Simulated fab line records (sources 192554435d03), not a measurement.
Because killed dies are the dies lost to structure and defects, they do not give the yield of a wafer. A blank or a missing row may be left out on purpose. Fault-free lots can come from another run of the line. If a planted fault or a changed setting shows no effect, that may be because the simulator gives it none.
Matching of chambers :: flow n5-finfet :: 4 sister chambers for N5_BEOL_M3_STRIP_36 on rie-diel-03
The step strips in N2/H2. 4 wafers are shown with their chamber, then 7 later ones without.

== WAFERS WITH THEIR CHAMBER ==
wafer: L082.2
chamber: 0
throttle-valve-pct (%): 24.21

wafer: L087.2
chamber: 2
throttle-valve-pct (%): 23.58

wafer: L089.4
chamber: 3
throttle-valve-pct (%): 23.43

wafer: L089.5
chamber: 1
throttle-valve-pct (%): 23.74

== WAFERS WITHOUT THEIR CHAMBER ==
wafer: L089.6
throttle-valve-pct (%): 23.56

wafer: L090.1
throttle-valve-pct (%): 24.22

wafer: L090.2
throttle-valve-pct (%): 23.74

wafer: L090.3
throttle-valve-pct (%): 23.45

wafer: L097.2
throttle-valve-pct (%): 23.58

wafer: L097.3
throttle-valve-pct (%): 24.25

wafer: L097.5
throttle-valve-pct (%): 23.45

== WHICH CHAMBER EACH WENT THROUGH ==
wafer: L089.6
from the rows above: 2
in truth: 2

wafer: L090.1
from the rows above: 0
in truth: 0

wafer: L090.2
from the rows above: 1
in truth: 1

wafer: L090.3
from the rows above: 3
in truth: 3

wafer: L097.2
from the rows above: 2
in truth: 2

wafer: L097.3
from the rows above: 0
in truth: 0

wafer: L097.5
from the rows above: 3
in truth: 3
7 of 7 placed correctly. Not placeable from these rows: 0. 0 placed wrongly.
How it was worked out, from the rows above alone: a wafer's distance from a chamber is the root of the sum, over the readings, of the square of ((its reading less the chamber's mean) divided by the reading's scatter). If the next closest chamber is less than 2 further off than the closest, the wafer can't be placed; otherwise it belongs to the closest. For every chamber, the mean is computed from those of its wafers that are shown. The scatter (one wafer shown for each chamber): square how far every hidden wafer sits from the nearest shown wafer, average those squares and take the square root.
